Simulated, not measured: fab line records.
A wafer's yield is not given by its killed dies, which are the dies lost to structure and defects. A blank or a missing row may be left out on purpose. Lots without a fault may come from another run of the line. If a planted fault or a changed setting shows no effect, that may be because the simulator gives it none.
fab line records | flow n5-finfet
[record] lots = 6 wafers = 18 last-day = 16
route steps=1938 shown HKMG_FIN@415 PASSIVATION@1936
lots that met no fault: taken from a fault-free run of the same line
start-h: start of the lot's first displayed wafer, in hours after the record's first day | wait-h: hours since the lot's step before | " as in the row above | L1.1+2: a single row standing in for several wafers | - either no value or no given start | * or withheld: withheld | < > ~ a bound
route shown NAME@n: NAME is a module with steps in the file, n the number in the route of the first one | usual: the fault-free wafers' mean and standard deviation | same: alike in all rows | chamber/n: place in a boat | sites: the reading at each site | _std_site: standard deviation of those values | _edge_site: mean of outer sites minus mean of inner sites | radius-mm: how far each site lies from the wafer's centre | mask NAME#n: copy n | behind: the last tool/chamber to shape the wafer | hold: what put the lot on hold/how long, in hours/how the hold closed | device: the transistor (n, p or np) that didn't switch | end of line: the tests these same wafers got at the end of their route | a step with no rows: only its recipe | killed: dies that structure and defects cost at the first sort, which is not the same as the wafer's yield | map: the dies of a wafer, with x for killed, . for not killed, _ for no die there
set.NAME: the setting as run; set.NAME@STEP: as run at that earlier step | model.NAME: the simulator's own value behind a step, which no gauge read
a table for each step, a row for each wafer; lots at some steps of the route
services: the hour from which a tool's chamber was out of use, counted from the record's first day as start-h (under 0 if before that day), plus the number of hours and why
[[steps]]
[step N5_HKMG_FIN_PRECLEAN_64]
[recipe] chemistry = dHF time-s = 30 temp-c = 25 dilution = withheld
[step N5_HKMG_FIN_WET_ETCH_65]
[recipe] chemistry = TMAH temp-c = 70 conc-wt-pct = 5 target = a-Si stop-on = TiN time-s = 49 target-depth-nm = 3
[step N5_HKMG_FIN_WET_ETCH_81]
[recipe] chemistry = SC1 target = TiN stop-on = HfO2 mix = 1:1:5 temp-c = 60 time-s = 57 target-depth-nm = 6
[step N5_HKMG_FIN_WET_ETCH_82]
[recipe] chemistry = dHCl mix = 1:10000 temp-c = 25 target = La2O3 stop-on = HfO2 target-depth-nm = 2 dry = ipa-marangoni rinse-time-s = 30 rinse-temp-c = 23
[step N5_HKMG_FIN_ALD_36]
[recipe] material = TiN target-thk-a = 10 temp-c = 400 ald-precursor-family = TiCl4 ald-co-reactant = NH3 pulse-time-s = 1 purge-time-s = 3 co-reactant-purge-time-s = 2 co-reactant-pulse-time-s = 2 ald-cycles = 47 pressure-torr = 3
[usual] heater-power-w = 877/48 precursor-pulse-height-rel = 1.000/0.019
[same] co-reactant-purge-time-s = 2
// columns lot.wafer tool chamber start-h wait-h heater-power-w precursor-pulse-height-rel
L910.1 ald-metal-02 0 74.71 0.0 974 0.994
L910.2 " 2 " " 880 0.970
L910.3 " 1 " " 879 0.987
L913.3 ald-metal-01 0 95.71 0.0 948 0.997
L913.4 " 2 " " 868 0.975
L913.6 " 0 " " 944 1.030
L924.2 ald-metal-01 3 161.78 0.0 856 0.971
L924.3 " 0 " " 915 1.038
L924.6 " 0 " " 936 1.009
L925.2 ald-metal-03 1 165.92 0.0 923 0.980
L925.4 " 2 " " 809 0.976
L925.5 " 1 " " 919 0.996
L926.1 ald-metal-02 3 168.10 0.1 848 1.003
L926.2 " 1 " " 881 1.007
L926.5 " 2 " " 831 1.008
L928.4 ald-metal-02 2 183.37 0.0 836 0.974
L928.5 " 3 " " 860 0.971
L928.6 " 0 " " 974 0.973
[step N5_HKMG_FIN_THK_MEAS_70]
[recipe] thk-meas-gauge = xrf reads = HfO2_of_HKMG_FIN_HK_ALD_01
[usual] HK_THK = 1.617/0.023
// columns lot.wafer tool chamber start-h wait-h HK_THK[nm]
L910.1 film-metro-02 - 74.99 0.2 1.675
L910.2 " - " " 1.621
L910.3 " - " " 1.635
L913.3 film-metro-01 - 95.99 0.2 1.609
L913.4 " - " " 1.602
L913.6 " - " " 1.624
L924.2 film-metro-01 - 162.06 0.2 1.607
L924.3 " - " " 1.628
L924.6 " - " " 1.598
L925.2 film-metro-01 - 166.20 0.2 1.608
L925.4 " - " " 1.602
L925.5 " - " " 1.606
L926.1 film-metro-02 - 168.38 0.2 1.615
L926.2 " - " " 1.609
L926.5 " - " " 1.592
L928.4 film-metro-02 - 183.65 0.2 1.622
L928.5 " - " " 1.646
L928.6 " - " " 1.689
[step N5_HKMG_FIN_PWFM_ALD_03]
[recipe] material = TiN target-thk-a = 20 temp-c = 400 ald-precursor-family = TiCl4 ald-co-reactant = NH3 pulse-time-s = 1 purge-time-s = 3 co-reactant-purge-time-s = 2 co-reactant-pulse-time-s = 2 ald-cycles = 91 pressure-torr = 3
[usual] heater-power-w = 869/51 precursor-pulse-height-rel = 0.999/0.019
[same] co-reactant-purge-time-s = 2
// columns lot.wafer tool chamber start-h wait-h heater-power-w precursor-pulse-height-rel
L910.1 ald-metal-03 2 75.03 0.0 824 0.978
L910.2 " 0 " " 919 1.017
L910.3 " 1 " " 916 1.001
L913.3 ald-metal-03 0 96.03 0.0 888 0.995
L913.4 " 0 " " 905 1.015
L913.6 " 2 " " 813 1.019
L924.2 ald-metal-02 3 162.10 0.0 850 0.988
L924.3 " 2 " " 854 1.007
L924.6 " 3 " " 851 1.012
L925.2 ald-metal-01 3 166.23 0.0 871 0.975
L925.4 " 2 " " 870 0.991
L925.5 " 0 " " 939 0.994
L926.1 ald-metal-03 3 168.41 0.0 809 1.012
L926.2 " 0 " " 910 0.945
L926.5 " 3 " " 816 0.991
L928.4 ald-metal-03 1 183.69 0.0 939 1.008
L928.5 " 2 " " 827 1.022
L928.6 " 3 " " 818 0.997
[step N5_HKMG_FIN_COAT_29]
[recipe] resist = SOC temp-c = 250 time-s = 60 spin-rpm = 1500 resist-thk-nm = 300
[step N5_HKMG_FIN_COAT_30]
[recipe] resist = SiARC temp-c = 220 time-s = 60 spin-rpm = 1500 resist-thk-nm = 35
[step N5_HKMG_FIN_COAT_06]
[recipe] resist = CAR-ArF spin-rpm = 1500 resist-thk-nm = 90
[step N5_HKMG_FIN_EBR_08]
[recipe] solvent = PGMEA ebr-width-mm = 1.5
[step N5_HKMG_FIN_SOFTBAKE_07]
[recipe] temp-c = 110 time-s = 60 resist = CAR-ArF
[step N5_HKMG_FIN_EXPOSE_09]
[recipe] mask-id = NWFM na = 1.35 source-shape = conventional sigma-outer = 0.8 polarization = unpolarized dose-mj = 39.25
// columns lot.wafer tool chamber start-h wait-h mask model.HKMG_FIN.overlay-x-nm
L910.1+2+3 arfi-scanner-03 0 75.62 - NWFM#0 0
L913.3+4+6 arfi-scanner-02 0 96.75 - NWFM#0 0
L924.2+3+6 arfi-scanner-02 0 162.82 - NWFM#0 28
L925.2+4+5 arfi-scanner-02 0 166.83 - NWFM#0 27.8
L926.1+2+5 arfi-scanner-03 0 169.13 - NWFM#0 -1
L928.4+5+6 arfi-scanner-01 0 184.42 - NWFM#0 -0.2
[step N5_HKMG_FIN_PEB_10]
[recipe] peb-temp-c = withheld peb-time-s = 60 resist = CAR-ArF
[step N5_HKMG_FIN_DEVELOP_11]
[recipe] develop-time-s = 30 developer = TMAH resist = CAR-ArF dev-temp-c = 23 rinse-liquid = diw dry = air-spin
[step N5_HKMG_FIN_CD_MEAS_12]
[recipe] target-cd-nm = 92.8 landing-energy-ev = 500 detector = se-inlens
[usual] cd-nm = 92.8/0.63
// columns lot.wafer tool chamber start-h wait-h cd-nm
L910.1 cd-sem-02 0 75.74 - 93.2
L910.2 " 0 " " 94.0
L910.3 " 0 " " 93.4
L913.3 cd-sem-01 0 96.87 - 92.3
L913.4 " 0 " " 92.7
L913.6 " 0 " " 92.6
L924.2 cd-sem-02 0 162.94 - 93.1
L924.3 " 0 " " 92.9
L924.6 " 0 " " 93.2
L925.2 cd-sem-03 0 166.95 - 92.8
L925.4 " 0 " " 93.3
L925.5 " 0 " " 93.1
L926.1 cd-sem-03 0 169.25 - 93.3
L926.2 " 0 " " 93.6
L926.5 " 0 " " 92.5
L928.4 cd-sem-02 0 184.53 - 91.8
L928.5 " 0 " " 91.8
L928.6 " 0 " " 91.6
[step N5_HKMG_FIN_OVL_MEAS_13]
[recipe] points-per-wafer = 44
[usual] NWFM_OVL = -0.3/0.63
// columns lot.wafer tool chamber start-h wait-h NWFM_OVL[nm]
L910.1 overlay-02 0 75.77 0.0 0.4
L910.2 " 0 " " 0.1
L910.3 " 0 " " 0.3
L913.3 overlay-02 0 96.89 0.0 -0.8
L913.4 " 0 " " -1.2
L913.6 " 0 " " 0.4
L924.2 overlay-01 0 162.97 0.0 28.4
L924.3 " 0 " " 28.2
L924.6 " 0 " " 28.2
L925.2 overlay-01 0 166.98 0.0 28.0
L925.4 " 0 " " 29.0
L925.5 " 0 " " 28.1
L926.1 overlay-01 0 169.28 0.0 -1.4
L926.2 " 0 " " -1.5
L926.5 " 0 " " -2.1
L928.4 overlay-02 0 184.55 0.0 -0.4
L928.5 " 0 " " 0.0
L928.6 " 0 " " -0.5
[step N5_HKMG_FIN_INSPECT_14]
[recipe] mode = adi inspect-instrument = macro
[usual] raw-defect-count = 2.0/1.4
// columns lot.wafer tool chamber start-h wait-h raw-defect-count
L910.1 defect-inspect-01 - 75.80 0.0 1
L910.2 " - " " 4
L910.3 " - " " 2
L913.3 defect-inspect-02 - 96.92 0.0 1
L913.4 " - " " 1
L913.6 " - " " 6
L924.2 defect-inspect-02 - 162.99 0.0 2
L924.3 " - " " 5
L924.6 " - " " 2
L925.2 defect-inspect-02 - 167.00 0.0 5
L925.4 " - " " 3
L925.5 " - " " 3
L926.1 defect-inspect-02 - 169.31 0.0 3
L926.2 " - " " 3
L926.5 " - " " 1
L928.4 defect-inspect-02 - 184.58 0.0 3
L928.5 " - " " 4
L928.6 " - " " 0
[step N5_PASSIVATION_PROBE_49]
[usual] killed_at_M0_to_M3 = 35/11 killed_at_M4_up = 14/5.4 killed-at-contacts = 12/6.2 killed-at-front-end = 38/11 killed-at-other = 4.1/2.8 killed-dies = 103/17 killed-open = 66/13 killed-short = 34/8.2
[same] gross-dies = 1180 killed-at-back-side = 0
// columns lot.wafer tool chamber start-h wait-h killed_at_M0_to_M3 killed_at_M4_up killed-at-contacts killed-at-front-end killed-at-other killed-dies killed-open killed-short
L910.1 prober-02 - 252.12 0.0 30 8 2 19 2 61 37 23
L910.2 prober-02 - 252.17 0.1 18 9 2 32 4 65 42 21
L910.3 prober-02 - 252.22 0.1 20 19 2 30 1 72 46 26
// killed by level:class
L910.1 BEOL_M2:geometric-particle:open=9 BEOL_M0_SAQP:geometric-particle:short=7 BEOL_M0_SAQP:geometric-particle:open=6 FIN_SAQP:geometric-particle:open=5 BEOL_M0:geometric-particle:open=5 ILD0:geometric-particle:short=3 GATE_CUT:geometric-particle:open=3 BEOL_M7:geometric-particle:short=3
L910.2 FIN_SAQP:geometric-particle:open=8 FIN_SAQP:geometric-particle:short=6 DUMMY_GATE:geometric-particle:open=5 STI_FIN_REVEAL:geometric-particle:open=4 GATE_CUT:geometric-particle:short=4 BEOL_M0_SAQP:geometric-particle:open=4 BEOL_M0_SAQP:geometric-particle:short=3 BEOL_M1:geometric-particle:short=3
L910.3 STI_FIN_REVEAL:geometric-particle:open=14 BEOL_M0_SAQP:geometric-particle:short=7 BEOL_M4:geometric-particle:open=4 STARTING-WAFER:geometric-particle:open=4 BEOL_M0_SAQP:geometric-particle:open=3 BEOL_M2:geometric-particle:open=3 BEOL_M5:geometric-particle:open=3 FIN_SAQP:geometric-particle:short=2
[[services]]
// columns tool chamber start-h hours kind
ald-metal-03 - 59.51 8.7 pm
arfi-scanner-02 - 73.84 2.8 repair
ald-metal-01 1 78.89 42.1 repair
arfi-scanner-01 - 79.91 1.3 pm
ald-metal-03 1 87.52 14.0 repair
arfi-scanner-02 - 99.58 0.8 pm
arfi-scanner-01 - 100.01 3.9 pm
arfi-scanner-02 - 106.51 2.0 repair
arfi-scanner-03 - 109.32 1.0 pm
arfi-scanner-03 - 111.00 1.3 pm
arfi-scanner-02 0 111.62 - calibration
arfi-scanner-02 - 112.21 4.9 pm
arfi-scanner-01 - 124.16 0.2 repair
arfi-scanner-03 - 129.25 0.8 pm
arfi-scanner-01 - 130.87 1.0 pm
arfi-scanner-02 - 154.98 1.0 pm
arfi-scanner-02 - 156.48 1.3 pm
ald-metal-02 - 156.57 0.7 repair
arfi-scanner-02 - 157.78 0.8 pm
arfi-scanner-01 - 159.62 6.2 repair
ald-metal-01 - 160.28 0.9 repair
arfi-scanner-02 - 169.58 1.0 pm
arfi-scanner-01 - 175.57 4.9 pm
arfi-scanner-03 - 182.00 0.5 repair
[[key]]
[first-sign] step = N5_HKMG_FIN_OVL_MEAS_13 reading = NWFM_OVL direction = up sigmas = 46 usual = -0.3 struck = 28.3
effect none on later readings
[model-effect] step = N5_HKMG_FIN_EXPOSE_09 value = HKMG_FIN.overlay-x-nm without = -0.1 struck = 27.9
met-at N5_HKMG_FIN_EXPOSE_09
struck-wafers L924.2,L924.3,L924.6,L925.2,L925.4,L925.5
tester-left-out L924,L925
onset-between 96.75 162.82
[fault] kind = scanner-matching-overlay tool = arfi-scanner-02 chamber = - onset-h = 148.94 steps = N5_HKMG_FIN_EXPOSE_09 offset = 28.03
// tester-left-out: of these lots the tester's yield and bins aren't shown, on N5 and GAA mostly nor the transistor test; their killed dies are dies lost to structure and defects alone, not to doping, threshold or leakage, so they don't give the yield
